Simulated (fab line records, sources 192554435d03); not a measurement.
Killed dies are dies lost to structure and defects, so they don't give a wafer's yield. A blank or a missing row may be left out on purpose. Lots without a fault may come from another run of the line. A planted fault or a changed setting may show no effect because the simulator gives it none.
Chamber matching | flow n5_finfet | N5_BEOL_M7_STRIP_67 on rie_diel-06: 4 sister chambers
The step strips in CF4. 8 wafers are shown with their chamber, then 8 later ones without.

WAFERS WITH THEIR CHAMBER
wafer  | chamber | drypump_motor_current_A (A) | showerhead_plenum_p_Torr (Torr)
L081.2 | 1       | 5.7                         | 1.84
L081.5 | 1       | 5.7                         | 1.84
L082.1 | 2       | 6.7                         | 1.73
L082.4 | 0       | 5.7                         | 1.84
L086.3 | 0       | 5.8                         | 1.84
L086.4 | 2       | 6.7                         | 1.72
L086.5 | 3       | 5.2                         | 1.73
L091.1 | 3       | 5.2                         | 1.73

WAFERS WITHOUT THEIR CHAMBER
wafer  | drypump_motor_current_A (A) | showerhead_plenum_p_Torr (Torr)
L091.3 | 5.8                         | 1.83
L091.6 | 5.7                         | 1.83
L094.2 | 6.7                         | 1.72
L094.3 | 5.7                         | 1.83
L094.4 | 5.7                         | 1.83
L095.4 | 5.7                         | 1.83
L095.5 | 5.7                         | 1.83
L095.6 | 5.7                         | 1.83

WHICH CHAMBER EACH WENT THROUGH
wafer  | from the rows above     | in truth
L091.3 | can't be placed: 0 or 1 | 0
L091.6 | can't be placed: 1 or 0 | 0
L094.2 | 2                       | 2
L094.3 | can't be placed: 1 or 0 | 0
L094.4 | can't be placed: 1 or 0 | 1
L095.4 | can't be placed: 1 or 0 | 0
L095.5 | can't be placed: 1 or 0 | 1
L095.6 | can't be placed: 1 or 0 | 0
Placed correctly: 1 of 8. Can't be placed from these rows: 7 (the true chamber is among the candidates in 7). Placed wrongly: 0.
How it was worked out, from the rows above alone: a wafer's distance from a chamber is the root of the sum, over the readings, of the square of ((its reading less the chamber's mean) divided by the reading's scatter). The wafer belongs to the nearest chamber; if the next one is less than 2 further off, it can't be placed. A chamber's mean is the mean of its shown wafers. The scatter: the root of (the sum of the squares of (reading less its chamber's mean) over the shown wafers, divided by (wafers less chambers)).
